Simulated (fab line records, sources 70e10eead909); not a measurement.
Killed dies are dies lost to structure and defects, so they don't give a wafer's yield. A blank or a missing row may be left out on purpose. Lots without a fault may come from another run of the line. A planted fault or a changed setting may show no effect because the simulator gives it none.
Chamber matching | flow nand_harc | NHARC_P_M0_PRE_CLEAN_31 on pecvd-04: 3 sister chambers
The step time 12 s. 6 wafers are shown with their chamber, then 12 later ones without.

WAFERS WITH THEIR CHAMBER
wafer  | chamber | heater_power_w (W) | rf_fwd_power_W (W)
L086.5 | 2       | 588                | 294.3
L088.5 | 1       | 640                | 293.8
L088.6 | 0       | 617                | 292.1
L089.2 | 2       | 572                | 292.7
L089.4 | 1       | 764                | 292.5
L089.5 | 0       | 594                | 293.4

WAFERS WITHOUT THEIR CHAMBER
wafer  | heater_power_w (W) | rf_fwd_power_W (W)
L092.1 | 618                | 292.3
L092.4 | 622                | 293.7
L092.6 | 673                | 292.8
L094.1 | 568                | 292.7
L094.3 | 552                | 291.2
L094.6 | 547                | 293.7
L095.3 | 755                | 292.5
L095.4 | 649                | 292.8
L095.5 | 764                | 293.1
L097.3 | 561                | 292.2
L097.4 | 574                | 291.9
L097.6 | 556                | 292.1

WHICH CHAMBER EACH WENT THROUGH
wafer  | from the rows above          | in truth
L092.1 | can't be placed: 0 or 2 or 1 | 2
L092.4 | can't be placed: 2 or 0 or 1 | 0
L092.6 | can't be placed: 1 or 0 or 2 | 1
L094.1 | can't be placed: 0 or 2 or 1 | 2
L094.3 | can't be placed: 0 or 2 or 1 | 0
L094.6 | can't be placed: 2 or 0      | 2
L095.3 | can't be placed: 1 or 0      | 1
L095.4 | can't be placed: 0 or 1 or 2 | 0
L095.5 | can't be placed: 1 or 0      | 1
L097.3 | can't be placed: 0 or 2 or 1 | 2
L097.4 | can't be placed: 0 or 2 or 1 | 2
L097.6 | can't be placed: 0 or 2 or 1 | 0
Placed correctly: 0 of 12. Can't be placed from these rows: 12 (the true chamber is among the candidates in 12). Placed wrongly: 0.
How it was worked out, from the rows above alone: a wafer's distance from a chamber is the root of the sum, over the readings, of the square of ((its reading less the chamber's mean) divided by the reading's scatter). The wafer belongs to the nearest chamber; if the next one is less than 2 further off, it can't be placed. A chamber's mean is the mean of its shown wafers. The scatter: the root of (the sum of the squares of (reading less its chamber's mean) over the shown wafers, divided by (wafers less chambers)).
